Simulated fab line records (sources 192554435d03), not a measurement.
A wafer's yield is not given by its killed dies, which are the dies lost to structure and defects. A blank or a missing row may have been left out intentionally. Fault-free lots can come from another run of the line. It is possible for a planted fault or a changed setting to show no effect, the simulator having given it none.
fab line records    flow n5_finfet
record: lots: 5  wafers: 14  last_day: 19
route steps=1938 shown BEOL_M10@1527 BEOL_M11@1536 PASSIVATION@1936
lots that met no fault: taken from a fault-free run of the same line
start_h: the number of hours between the record's first day and the start of the first shown wafer of the lot    wait_h: hours since the lot's step before    " repeats the value in the row above    L1.1+2: a row that stands for several wafers    - no value, or no start was given    * or withheld: withheld    < > ~ a bound
route shown NAME@n: NAME is a module with steps in the file, n the number in the route of the first one    usual: mean/standard deviation taken from wafers without a fault    same: alike in all rows    chamber/n: place in a boat    sites: each site's reading    _std_site: standard deviation of those values    _edge_site: the outer-site mean with the inner-site mean subtracted    radius_mm: for every site, how far away it sits from the centre of the wafer    mask NAME#n: copy n    behind: the tool/chamber that last shaped the wafer    hold: the reason the lot was held/the length of the hold in hours/how it ended    device: the n, p or np transistor that did not switch    end of line: the route-end tests of the same wafers    step lacking rows: just its recipe    killed: dies lost to structure and defects at the first sort, not the wafer's yield    map: dies across one wafer; x = killed, . = not, _ = none there
set.NAME: setting as actually run; set.NAME@STEP: the setting as run at that earlier step    model.NAME: the simulator's own value behind a step, which no gauge read
lots at selected steps of the route; one table per step, one row per wafer
services: the hour from which a tool's chamber was out of use, counted from the record's first day as start_h (under 0 if before that day), plus the number of hours and why
== steps ==
step: N5_BEOL_M10_SPUTTER_48
recipe: material: Cu  target_thk_a: 120  temp_c: -20  bias_v: 60  power_w: 26000  chamber_pressure_pa: 0.13  time_s: 2
step: N5_BEOL_M10_ECD_50
recipe: material: Cu  target_thk_a: 3180
step: N5_BEOL_M10_ANNEAL_51
recipe: temp_c: 225  time_s: 90  ambient: N2
usual: wafer_temp_C_max: 226.0/0.4
lot.wafer  tool           chamber  start_h  wait_h  wafer_temp_C_max
L962.1     rtp_anneal-02  0        278.66   0.2     226.3
L962.2     "              0        "        "       226.2
L962.3     "              0        "        "       226.6
L965.1     rtp_anneal-01  0        298.41   0.4     226.1
L965.2     "              0        "        "       225.8
L965.5     "              0        "        "       225.9
L972.1     rtp_anneal-02  0        343.90   0.2     226.3
L972.3     "              0        "        "       226.2
L979.1     rtp_anneal-01  0        394.07   0.1     225.6
L979.4     "              0        "        "       225.3
L979.6     "              0        "        "       225.4
L976.1     rtp_anneal-01  0        404.11   0.2     225.4
L976.3     "              0        "        "       225.5
L976.5     "              0        "        "       225.6
step: N5_BEOL_M10_CMP_52
recipe: stop_on: SiCOH_lowk  t_overpolish_s: 7  down_force_psi: 1  platen_rpm: 50  clearing_platen_down_force_psi: 1.5  clearing_platen_rpm: 50  post_cmp_clean: cu_alkaline  target_thk_nm: 140  clearing_platen_pad_velocity_m_s: 0.99484  pad_velocity_m_s: 0.99484
usual: barrier_field_endpoint_s: 28.6/0.57  head_pressure_psi: 1.0000/0.0021  motor_current_A: 6.2/0.47  overpolish_run_s: 6.999/0.0098  slurry_filter_dp_kPa: 13.47/0.14  time_to_endpoint_s: 64.3/2.2
lot.wafer  tool    chamber  start_h  wait_h  barrier_field_endpoint_s  head_pressure_psi  motor_current_A  overpolish_run_s  slurry_filter_dp_kPa  time_to_endpoint_s
L962.1     cmp-03  0        278.96   0.3     28.1                      0.9998             7.0              6.993             13.32                 66.8
L962.3     "       1        "        "       27.8                      0.9988             6.1              6.994             13.54                 64.2
L962.2     "       2        "        "       28.7                      0.9970             5.6              7.004             13.52                 66.3
L965.2     cmp-04  1        298.71   0.2     28.6                      0.9991             5.7              6.998             13.48                 62.4
L965.1     "       2        "        "       28.0                      1.0029             6.5              7.005             13.44                 63.9
L965.5     "       2        "        "       28.6                      1.0027             6.1              6.994             13.52                 62.6
L972.1     cmp-04  1        344.21   0.3     28.8                      0.9992             5.8              6.988             13.63                 62.0
L972.3     "       3        "        "       28.8                      1.0001             7.3              7.002             13.40                 63.8
L979.1     cmp-03  0        394.51   0.4     27.4                      1.0011             6.6              6.994             13.00                 62.7
L979.4     "       1        "        "       27.7                      0.9997             5.9              6.996             13.44                 59.6
L979.6     "       3        "        "       28.0                      0.9998             5.3              7.007             13.56                 64.8
L976.3     cmp-04  1        404.49   0.2     28.4                      0.9981             6.1              7.002             13.41                 63.8
L976.1     "       2        "        "       28.3                      1.0018             6.2              6.991             13.48                 64.2
L976.5     "       3        "        "       28.7                      1.0045             7.0              6.980             13.51                 64.1
step: N5_BEOL_M10_THK_MEAS_53
recipe: thk_meas_gauge: xrf  reads: Cu_of_BEOL_M10_ECD_50
usual: M10_THK: 139.2/2.4
lot.wafer  tool           chamber  start_h  wait_h  M10_THK[nm]
L962.1     film_metro-02  -        279.25   -       142.9
L962.2     "              -        "        "       138.7
L962.3     "              -        "        "       134.5
L965.1     film_metro-01  -        299.00   -       142.3
L965.2     "              -        "        "       138.2
L965.5     "              -        "        "       141.2
L972.1     film_metro-02  -        344.51   -       139.7
L972.3     "              -        "        "       140.7
L979.1     film_metro-01  -        394.76   -       134.3
L979.4     "              -        "        "       137.3
L979.6     "              -        "        "       136.1
L976.1     film_metro-01  -        404.70   -       143.3
L976.3     "              -        "        "       141.3
L976.5     "              -        "        "       142.2
step: N5_BEOL_M10_PRE_CLEAN_55
recipe: gas: NH3  time_s: 15  temp_c: withheld  rf_power_w: 300
step: N5_BEOL_M10_DEP_56
recipe: material: SiCN  target_thk_a: 150  temp_c: withheld  precursor: 3MS/NH3  pressure_torr: 3  rf_w: 202  time_s: 26.5
step: N5_BEOL_M10_RS_MEAS_57
recipe: thk_meas_gauge: four-point-probe  reads: Cu_of_BEOL_M10_ECD_50+Co_of_BEOL_M10_CVD_75+TaN_of_BEOL_M10_ALD_74
usual: M10_RS: 0.1531/0.0028
lot.wafer  tool           chamber  start_h  wait_h  M10_RS[ohm/sq]
L962.1     film_metro-02  -        279.39   0.1     0.1480
L962.2     "              -        "        "       0.1536
L962.3     "              -        "        "       0.1583
L965.1     film_metro-01  -        299.14   0.1     0.1507
L965.2     "              -        "        "       0.1555
L965.5     "              -        "        "       0.1506
L972.1     film_metro-01  -        344.64   0.1     0.1530
L972.3     "              -        "        "       0.1521
L979.1     film_metro-01  -        394.90   0.1     0.1574
L979.4     "              -        "        "       0.1546
L979.6     "              -        "        "       0.1563
L976.1     film_metro-01  -        404.84   0.1     0.1488
L976.3     "              -        "        "       0.1517
L976.5     "              -        "        "       0.1502
step: N5_BEOL_M10_INSPECT_58
recipe: inspect_instrument: darkfield  mode: post_dep
usual: raw_defect_count: 72/23
lot.wafer  tool               chamber  start_h  wait_h  raw_defect_count
L962.1     defect_inspect-01  -        279.41   0.0     38
L962.2     "                  -        "        "       32
L962.3     "                  -        "        "       57
L965.1     defect_inspect-01  -        299.16   0.0     119
L965.2     "                  -        "        "       53
L965.5     "                  -        "        "       56
L972.1     defect_inspect-01  -        344.67   0.0     66
L972.3     "                  -        "        "       74
L979.1     defect_inspect-02  -        394.93   0.0     68
L979.4     "                  -        "        "       79
L979.6     "                  -        "        "       58
L976.1     defect_inspect-02  -        404.87   0.0     94
L976.3     "                  -        "        "       100
L976.5     "                  -        "        "       170
step: N5_BEOL_M11_ILD_DEP_00
recipe: material: SiCOH_lowk  target_thk_a: 3085.1  temp_c: 300  precursor: DEMS/porogen  pressure_torr: 5  rf_w: 500  time_s: 58
step: N5_BEOL_M11_CURE_71
recipe: temp_c: 385  time_s: 240  ambient: He/Ar  material: SiCOH_lowk
step: N5_BEOL_M11_THK_MEAS_01
recipe: reads: SiCOH_lowk_of_BEOL_M11_ILD_DEP_00
usual: M11_ILD_THK: 268/3.4
lot.wafer  tool           chamber  start_h  wait_h  M11_ILD_THK[nm]
L962.1     film_metro-02  -        280.07   0.4     268
L962.2     "              -        "        "       271
L962.3     "              -        "        "       273
L965.1     film_metro-01  -        299.79   0.4     265
L965.2     "              -        "        "       268
L965.5     "              -        "        "       273
L972.1     film_metro-02  -        345.30   0.4     267
L972.3     "              -        "        "       263
L979.1     film_metro-02  -        395.88   0.4     268
L979.4     "              -        "        "       275
L979.6     "              -        "        "       275
L976.1     film_metro-02  -        405.49   0.4     266
L976.3     "              -        "        "       267
L976.5     "              -        "        "       269
step: N5_BEOL_M11_PECVD_70
recipe: material: SiO2  target_thk_a: 200  temp_c: 400  precursor: TEOS/O2  pressure_torr: 5.5  rf_w: 450  teos_flow_sccm: 53.8  gas: O2  flow_sccm: 3000  time_s: 22.7
usual: heater_power_outer_w: 422/79  heater_power_w: 711/100  showerhead_plenum_p_Torr: 8.79/0.04  susceptor_temp_C: 400.05/0.27  throttle_valve_pct: 22.5/1.6
lot.wafer  tool      chamber  start_h  wait_h  heater_power_outer_w  heater_power_w  showerhead_plenum_p_Torr  susceptor_temp_C  throttle_valve_pct  model.SiO2_of_BEOL_M11_PECVD_70.thk_nm
L962.1     pecvd-02  0        280.11   0.0     347                   612             8.81                      400.07            24.4                19.8
L962.2     "         1        "        "       365                   687             8.80                      400.05            24.0                19.8
L962.3     "         2        "        "       513                   811             8.82                      400.24            20.9                19.8
L965.1     pecvd-03  2        299.83   0.0     489                   763             8.76                      400.04            20.9                20
L965.2     "         1        "        "       529                   821             8.80                      400.33            22.3                19.8
L965.5     "         2        "        "       481                   776             8.80                      399.72            20.6                20.4
L972.1     pecvd-03  0        345.33   0.0     479                   765             8.79                      399.83            25.0                20.8
L972.3     "         1        "        "       539                   872             8.79                      400.18            22.0                20.8
L979.1     pecvd-02  2        395.92   0.0     414                   721             8.83                      399.58            21.0                19.8
L979.4     "         0        "        "       359                   635             8.84                      399.70            24.6                20.2
L979.6     "         0        "        "       350                   614             8.83                      399.35            24.4                19.8
L976.1     pecvd-02  2        405.53   0.0     408                   655             8.81                      400.19            21.1                19.8
L976.3     "         2        "        "       393                   683             8.83                      400.38            21.1                20
L976.5     "         2        "        "       406                   701             8.81                      400.32            21.0                20.2
step: N5_BEOL_M11_HM_DEP_02
recipe: material: TiN  target_thk_a: 200  temp_c: 25  chamber_pressure_pa: 0.49996
step: N5_BEOL_M11_COAT_59
recipe: resist: SOC  temp_c: 250  time_s: 60  spin_rpm: 1500  resist_thk_nm: 100
step: N5_BEOL_M11_COAT_60
recipe: resist: SiARC  temp_c: 220  time_s: 60  spin_rpm: 1500  resist_thk_nm: 30
step: N5_BEOL_M11_COAT_05
recipe: resist: CAR-ArF  spin_rpm: 1500  resist_thk_nm: 90
step: N5_BEOL_M11_EBR_07
recipe: solvent: PGMEA  ebr_width_mm: 1.5
step: N5_BEOL_M11_SOFTBAKE_06
recipe: temp_c: 110  time_s: 60  resist: CAR-ArF
step: N5_BEOL_M11_EXPOSE_08
recipe: mask_id: M11  na: 1.35  source_shape: dipole  sigma_inner: 0.411  sigma_outer: 0.611  polarization: te  dose_mj: 53.75
step: N5_BEOL_M11_PEB_09
recipe: peb_temp_c: withheld  peb_time_s: 60  resist: CAR-ArF
step: N5_BEOL_M11_DEVELOP_10
recipe: develop_time_s: 30  developer: TMAH  resist: CAR-ArF  rinse_liquid: diw  dry: air_spin  dev_temp_c: 23
step: N5_BEOL_M11_CD_MEAS_11
recipe: target_cd_nm: 64.1  landing_energy_ev: 500  detector: se_inlens  polarity: opening
usual: cd_nm: 64.1/0.46
lot.wafer  tool       chamber  start_h  wait_h  cd_nm
L962.1     cd_sem-03  0        282.88   -       64.2
L962.2     "          0        "        "       64.2
L962.3     "          0        "        "       63.2
L965.1     cd_sem-02  0        301.57   -       64.8
L965.2     "          0        "        "       64.7
L965.5     "          0        "        "       64.7
L972.1     cd_sem-01  0        347.13   -       64.1
L972.3     "          0        "        "       64.5
L979.1     cd_sem-01  0        396.36   -       64.7
L979.4     "          0        "        "       64.8
L979.6     "          0        "        "       63.5
L976.1     cd_sem-02  0        406.23   -       64.3
L976.3     "          0        "        "       64.4
L976.5     "          0        "        "       64.5
step: N5_BEOL_M11_OVL_MEAS_12
recipe: points_per_wafer: 44
usual: M11_OVL: 0.7/0.81
lot.wafer  tool        chamber  start_h  wait_h  M11_OVL[nm]
L962.1     overlay-02  0        282.91   0.0     1.6
L962.2     "           0        "        "       1.7
L962.3     "           0        "        "       1.7
L965.1     overlay-01  0        301.60   0.0     1.1
L965.2     "           0        "        "       1.5
L965.5     "           0        "        "       0.2
L972.1     overlay-02  0        347.16   0.0     -0.4
L972.3     "           0        "        "       0.0
L979.1     overlay-01  0        396.39   0.0     0.2
L979.4     "           0        "        "       0.0
L979.6     "           0        "        "       1.4
L976.1     overlay-01  0        406.26   0.0     0.9
L976.3     "           0        "        "       1.3
L976.5     "           0        "        "       1.1
step: N5_BEOL_M11_INSPECT_13
recipe: mode: adi  inspect_instrument: brightfield
usual: raw_defect_count: 415/98
lot.wafer  tool               chamber  start_h  wait_h  raw_defect_count
L962.1     defect_inspect-01  -        282.94   0.0     479
L962.2     "                  -        "        "       448
L962.3     "                  -        "        "       461
L965.1     defect_inspect-01  -        301.63   0.0     472
L965.2     "                  -        "        "       277
L965.5     "                  -        "        "       340
L972.1     defect_inspect-02  -        347.19   0.0     464
L972.3     "                  -        "        "       326
L979.1     defect_inspect-01  -        396.42   0.0     351
L979.4     "                  -        "        "       405
L979.6     "                  -        "        "       496
L976.1     defect_inspect-02  -        406.29   0.0     501
L976.3     "                  -        "        "       448
L976.5     "                  -        "        "       675
step: N5_BEOL_M11_DESCUM_16
recipe: chemistry: O2  time_s: 7.9  source_power_w: 50  bias_power_w: 20  pressure_mtorr: 20  rf_frequency_hz: 2.712e+07  temp_c: 40  resist: CAR-ArF  o2_flow_sccm: 225
usual: drypump_motor_current_A: 5.4/0.46  o2_flow_sccm: 225.0/0.66  oes_product_au: 0.78/0.097  rf_vpp_V: 243.9/1.2  showerhead_plenum_p_Torr: 2.14/0.051  throttle_valve_pct: 20.42/0.19
lot.wafer  tool         chamber  start_h  wait_h  drypump_motor_current_A  o2_flow_sccm  oes_product_au  rf_hours_counter_h  rf_vpp_V  showerhead_plenum_p_Torr  throttle_valve_pct
L962.1     rie_diel-04  1        282.97   0.0     6.1                      224.1         0.94            5                   245.4     2.23                      20.18
L962.2     "            2        "        "       5.5                      226.0         0.69            226                 242.3     2.06                      20.53
L962.3     "            3        "        "       5.6                      225.1         0.73            172                 243.3     2.09                      20.35
L965.1     rie_diel-01  2        301.66   0.0     5.0                      225.8         0.73            186                 243.7     2.09                      20.68
L965.2     "            0        "        "       5.5                      224.8         0.72            179                 244.2     2.17                      20.30
L965.5     "            3        "        "       4.6                      224.5         0.71            -                   243.8     2.15                      20.29
L972.1     rie_diel-04  1        347.22   0.0     6.1                      225.0         0.91            26                  245.0     2.23                      20.21
L972.3     "            0        "        "       6.1                      225.4         0.90            42                  244.0     2.13                      20.46
L979.1     rie_diel-04  2        396.45   0.0     5.5                      225.4         0.96            2                   242.9     2.05                      20.22
L979.4     "            0        "        "       6.1                      225.7         0.87            56                  243.6     2.13                      20.52
L979.6     "            2        "        "       5.5                      225.1         0.97            -                   241.6     2.05                      20.23
L976.1     rie_diel-01  0        406.32   0.0     5.5                      224.5         0.70            212                 244.1     2.16                      20.35
L976.3     "            3        "        "       4.6                      225.0         0.70            226                 244.0     2.15                      20.31
L976.5     "            3        "        "       4.7                      225.1         0.70            -                   242.8     2.15                      20.34
step: N5_BEOL_M11_ETCH_61
recipe: chemistry: CF4  target: SiARC  target_depth_a: 390  mask_material: CAR-ArF  time_s: 65  ion_energy_ev: 80  pressure_mtorr: 40  source_w: 545  bias_w: 36  Ar_flow_sccm: 100  cf4_flow_sccm: 100  ends: cleared
step: N5_BEOL_M11_ETCH_62
recipe: chemistry: N2/H2  target: SOC  target_depth_a: 1100  overetch_a: 220  mask_material: SiARC  temp_c: 40  time_s: 165  ion_energy_ev: 200  pressure_mtorr: 30  source_w: 840  bias_w: 150  n2_flow_sccm: 200  h2_flow_sccm: 200
step: N5_BEOL_M11_STRIP_68
recipe: chemistry: N2/H2  temp_c: 40  n2_flow_sccm: 200  h2_flow_sccm: 200  rf_frequency_hz: 6e+07
step: N5_BEOL_M11_STRIP_67
recipe: chemistry: CF4  resist: SiARC  power_w: 300  bias_power_w: 75  pressure_mtorr: 50  cf4_flow_sccm: 150  rf_frequency_hz: 6e+07
usual: drypump_motor_current_A: 5.4/0.46  oes_product_au: 0.78/0.092  rf_vpp_V: 271.9/1.2  showerhead_plenum_p_Torr: 1.83/0.042  throttle_valve_pct: 13.58/0.2
lot.wafer  tool         chamber  start_h  wait_h  drypump_motor_current_A  oes_product_au  rf_hours_counter_h  rf_vpp_V  showerhead_plenum_p_Torr  throttle_valve_pct
L962.1     rie_diel-04  1        283.20   0.0     6.1                      0.95            5                   273.5     1.91                      13.26
L962.2     "            2        "        "       5.5                      0.70            226                 271.6     1.77                      13.78
L962.3     "            3        "        "       5.6                      0.74            172                 271.8     1.79                      13.53
L965.1     rie_diel-01  2        301.89   0.0     4.9                      0.73            186                 271.4     1.79                      13.82
L965.2     "            0        "        "       5.5                      0.74            179                 272.8     1.86                      13.52
L965.5     "            3        "        "       4.6                      0.72            -                   272.2     1.85                      13.59
L972.1     rie_diel-04  1        347.45   0.0     6.1                      0.90            26                  273.0     1.90                      13.31
L972.3     "            0        "        "       6.1                      0.89            42                  271.1     1.82                      13.48
L979.1     rie_diel-04  2        396.68   0.0     5.5                      0.97            2                   271.1     1.76                      13.27
L979.4     "            0        "        "       6.1                      0.87            56                  270.3     1.82                      13.53
L979.6     "            2        "        "       5.4                      0.97            -                   271.1     1.76                      13.26
L976.1     rie_diel-01  0        406.55   0.0     5.5                      0.71            212                 272.2     1.86                      13.60
L976.3     "            3        "        "       4.6                      0.71            227                 272.1     1.85                      13.66
L976.5     "            3        "        "       4.6                      0.70            -                   272.7     1.85                      13.65
step: N5_BEOL_M11_HM_OPEN_17
recipe: chemistry: Cl2/BCl3  target_depth_a: 200  overetch_a: 60  target: TiN  mask_material: SOC  ion_energy_ev: 150  pressure_mtorr: 10  icp_w: 1000  bias_w: 126  Cl2_flow_sccm: 53.25  bcl3_flow_sccm: 21.75  Ar_flow_sccm: 25
step: N5_BEOL_M11_STRIP_19
recipe: chemistry: O2  power_w: 400  temp_c: 40  pressure_mtorr: 30  rf_frequency_hz: 6e+07  bias_power_w: 0  overash_fraction: 0.2  o2_flow_sccm: 225
usual: drypump_motor_current_A: 5.4/0.45  o2_flow_sccm: 225.0/0.72  oes_product_au: 0.78/0.089  rf_vpp_V: 3.6/0.59  showerhead_plenum_p_Torr: 2.15/0.047  throttle_valve_pct: 16.67/0.21
same: overash_fraction: 0.2
lot.wafer  tool         chamber  start_h  wait_h  drypump_motor_current_A  o2_flow_sccm  oes_product_au  rf_hours_counter_h  rf_vpp_V  showerhead_plenum_p_Torr  throttle_valve_pct
L962.1     rie_diel-04  3        283.35   0.1     5.6                      225.8         0.73            172                 3.8       2.09                      16.62
L962.2     "            2        "        "       5.5                      225.3         0.69            226                 2.6       2.06                      16.82
L962.3     "            0        "        "       6.1                      224.7         0.93            22                  3.0       2.14                      16.62
L965.1     rie_diel-01  3        302.07   0.1     4.6                      223.5         0.72            205                 3.7       2.16                      16.61
L965.2     "            0        "        "       5.5                      225.3         0.73            179                 3.6       2.18                      16.55
L965.5     "            0        "        "       5.5                      225.0         0.72            -                   3.5       2.18                      16.55
L972.1     rie_diel-01  2        347.61   0.1     4.9                      225.9         0.72            201                 3.7       2.09                      16.95
L972.3     "            0        "        "       5.5                      225.8         0.71            195                 4.1       2.17                      16.58
L979.1     rie_diel-02  3        396.84   0.1     5.5                      224.7         0.76            139                 2.4       2.18                      16.50
L979.4     "            1        "        "       5.1                      225.5         0.71            216                 3.5       2.17                      16.61
L979.6     "            2        "        "       4.8                      225.4         0.78            -                   3.1       2.19                      17.14
L976.1     rie_diel-02  3        406.70   0.1     5.5                      223.0         0.75            142                 4.0       2.18                      16.51
L976.3     "            0        "        "       5.0                      224.1         0.95            8                   2.6       2.14                      16.44
L976.5     "            1        "        "       5.0                      227.1         0.71            -                   3.1       2.17                      16.59
step: N5_BEOL_M11_CD_MEAS_18
recipe: pitch_nm: 140  target_cd_nm: 70
usual: cd_nm: 70.1/0.48
lot.wafer  tool       chamber  start_h  wait_h  cd_nm
L962.1     cd_sem-02  -        283.42   0.0     70.6
L962.2     "          -        "        "       69.8
L962.3     "          -        "        "       69.3
L965.1     cd_sem-02  -        302.14   0.0     71.1
L965.2     "          -        "        "       70.2
L965.5     "          -        "        "       70.4
L972.1     cd_sem-02  -        347.67   0.0     70.2
L972.3     "          -        "        "       70.4
L979.1     cd_sem-03  -        396.91   0.0     71.0
L979.4     "          -        "        "       70.6
L979.6     "          -        "        "       69.6
L976.1     cd_sem-01  -        406.77   0.0     70.0
L976.3     "          -        "        "       70.0
L976.5     "          -        "        "       70.5
step: N5_BEOL_M11_COAT_63
recipe: resist: SOC  temp_c: 250  time_s: 60  spin_rpm: 1500  resist_thk_nm: 100
step: N5_BEOL_M11_COAT_64
recipe: resist: SiARC  temp_c: 220  time_s: 60  spin_rpm: 1500  resist_thk_nm: 30
step: N5_BEOL_M11_COAT_22
recipe: resist: CAR-ArF  spin_rpm: 1500  resist_thk_nm: 90
step: N5_BEOL_M11_EBR_24
recipe: solvent: PGMEA  ebr_width_mm: 1.5
step: N5_BEOL_M11_SOFTBAKE_23
recipe: temp_c: 110  time_s: 60  resist: CAR-ArF
step: N5_BEOL_M11_EXPOSE_25
recipe: mask_id: V10  na: 1.35  source_shape: annular  sigma_inner: 0.5  sigma_outer: 0.8  polarization: unpolarized  dose_mj: 85.5
step: N5_BEOL_M11_PEB_26
recipe: peb_temp_c: withheld  peb_time_s: 60  resist: CAR-ArF
step: N5_BEOL_M11_DEVELOP_27
recipe: develop_time_s: 30  developer: TMAH  resist: CAR-ArF  rinse_liquid: diw  dry: air_spin  dev_temp_c: 23
step: N5_BEOL_M11_CD_MEAS_28
recipe: target_cd_nm: 70  landing_energy_ev: 500  detector: se_inlens  polarity: opening
usual: cd_nm: 70.2/0.68
lot.wafer  tool       chamber  start_h  wait_h  cd_nm
L962.1     cd_sem-01  0        283.88   -       69.8
L962.2     "          0        "        "       70.3
L962.3     "          0        "        "       69.7
L965.1     cd_sem-02  0        302.55   -       71.2
L965.2     "          0        "        "       71.0
L965.5     "          0        "        "       71.7
L972.1     cd_sem-02  0        350.49   -       70.8
L972.3     "          0        "        "       71.0
L979.1     cd_sem-01  0        397.34   -       70.6
L979.4     "          0        "        "       71.7
L979.6     "          0        "        "       70.0
L976.1     cd_sem-02  0        409.70   -       69.6
L976.3     "          0        "        "       69.0
L976.5     "          0        "        "       69.0
step: N5_BEOL_M11_HM_STRIP_39
recipe: chemistry: peroxide_tin_strip  material: TiN  target_depth_a: 250  temp_c: 50  time_s: 158
usual: bath_heat_duty_pct: 7.2/0.86
lot.wafer  tool          chamber  start_h  wait_h  bath_heat_duty_pct  model.SiO2_of_BEOL_M11_PECVD_70.thk_nm
L962.1     wet_bench-02  0        284.83   0.0     7.8                 19.6
L962.2     "             6        "        "       7.5                 19.6
L962.3     "             7        "        "       6.8                 19.6
L965.1     wet_bench-03  1        303.20   0.0     6.9                 19.8
L965.2     "             3        "        "       6.9                 19.8
L965.5     "             6        "        "       5.9                 20.2
L972.1     wet_bench-03  5        351.10   0.0     7.7                 20.6
L972.3     "             0        "        "       6.9                 20.6
L979.1     wet_bench-03  6        397.95   0.0     6.9                 19.8
L979.4     "             5        "        "       6.3                 20
L979.6     "             0        "        "       7.7                 19.8
L976.1     wet_bench-04  3        410.31   0.0     6.6                 19.8
L976.3     "             1        "        "       7.9                 19.8
L976.5     "             5        "        "       7.0                 20
step: N5_PASSIVATION_PROBE_49
usual: defect_limited_yield: 90.9/1.3  killed_at_M0_to_M3: 36/11  killed_at_M4_up: 13/5.1  killed_at_contacts: 14/4.9  killed_at_front_end: 41/10  killed_at_other: 3.4/2.6  killed_dies: 107/16  killed_open: 70/11  killed_short: 36/7.8  sort_bin_5_function: 5.4/0.84  sort_bin_6_memory: 3.4/0.67  sort_n_pass: 1073/16  sort_yield_pct: 90.9/1.3
same: gross_dies: 1180  killed_at_back_side: 0  sort_bin_4_leakage[%]: 0  sort_bin_8_speed[%]: 0
lot.wafer  tool       chamber  start_h  wait_h  defect_limited_yield[%]  killed_at_M0_to_M3  killed_at_M4_up  killed_at_contacts  killed_at_front_end  killed_at_other  killed_dies  killed_open  killed_short  sort_bin_5_function[%]  sort_bin_6_memory[%]  sort_n_pass  sort_yield_pct[%]
L972.1     prober-01  -        395.90   0.0     90.5                     38                  15               20                  36                   3                112          69           41            5.9                     3.2                   1068         90.5
L972.3     prober-01  -        396.00   0.1     91.4                     38                  9                16                  37                   2                102          71           31            5.0                     3.4                   1078         91.4
L979.1     prober-01  -        438.61   0.0     90.8                     25                  24               12                  37                   10               108          66           35            4.8                     4.0                   1072         90.8
killed by level:class
L972.1 MOL_CONTACT_COAG:geometric_particle:open=17 BEOL_M0_SAQP:geometric_particle:short=13 BEOL_M0_SAQP:geometric_particle:open=8 FIN_SAQP:geometric_particle:open=7 FIN_SAQP:geometric_particle:short=6 BEOL_M3:geometric_particle:open=5 STI_FIN_REVEAL:geometric_particle:open=4 BEOL_M2:geometric_particle:open=4
L972.3 MOL_CONTACT_COAG:geometric_particle:open=12 BEOL_M0_SAQP:geometric_particle:open=11 DUMMY_GATE:geometric_particle:open=9 BEOL_M0_SAQP:geometric_particle:short=9 GATE_CUT:geometric_particle:short=8 FIN_SAQP:geometric_particle:open=7 BEOL_M3:geometric_particle:open=5 MOL_CONTACT_COAG:geometric_particle:short=4
L979.1 MOL_CONTACT_COAG:geometric_particle:open=10 BEOL_M4:geometric_particle:open=10 BEOL_M0_SAQP:geometric_particle:open=9 BEOL_M0_SAQP:geometric_particle:short=8 GATE_CUT:geometric_particle:short=6 FIN_SAQP:geometric_particle:open=5 STI_FIN_REVEAL:geometric_particle:open=5 GATE_CUT:geometric_particle:open=5
== services ==
tool           chamber  start_h  hours  kind
pecvd-02       2        255.76   6.7    repair
rtp_anneal-01  -        258.67   1.0    pm
cmp-04         -        264.61   6.3    pm
pecvd-03       1        271.19   2.1    repair
cmp-04         -        273.00   2.2    repair
pecvd-03       0        276.97   8.1    repair
rie_diel-01    1        291.76   3.0    repair
rie_diel-02    2        294.86   20.4   repair
cmp-04         -        300.11   4.0    pm
wet_bench-02   -        329.07   1.9    pm
wet_bench-04   -        336.57   1.6    repair
cmp-03         -        341.70   0.9    repair
rie_diel-01    3        342.61   28.4   repair
rie_diel-01    -        343.93   0.2    repair
cmp-03         -        346.40   1.2    repair
rie_diel-02    3        351.99   7.2    repair
wet_bench-04   -        354.21   38.8   repair
rie_diel-04    2        369.75   -      clean
pecvd-02       0        381.77   2.6    repair
rie_diel-01    -        383.87   4.3    pm
rie_diel-04    2        404.85   1.6    repair
rie_diel-02    2        407.57   1.4    repair
cmp-04         -        408.34   1.2    repair
rtp_anneal-01  -        409.94   3.4    pm
== key ==
first_sign none at tools or gauges
model_effect: step: N5_BEOL_M11_PECVD_70  value: SiO2_of_BEOL_M11_PECVD_70.thk_nm  without: 19.8  struck: 20.8
model_effect: step: N5_BEOL_M11_HM_STRIP_39  value: SiO2_of_BEOL_M11_PECVD_70.thk_nm  without: 19.6  struck: 20.6
met_at N5_BEOL_M11_PECVD_70
struck_wafers L972.1,L972.3
onset_between 299.83 345.33
also_fits N5_BEOL_M10_ANNEAL_51:rtp_anneal-02
fault: kind: process_parameter_drift  tool: pecvd-03  chamber: -  onset_h: 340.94  steps: N5_BEOL_M11_PECVD_70  channel: time_s  offset: *  shape: step  end_h: 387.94  scope: struck_wafers_only  acts_in: *  stated: *
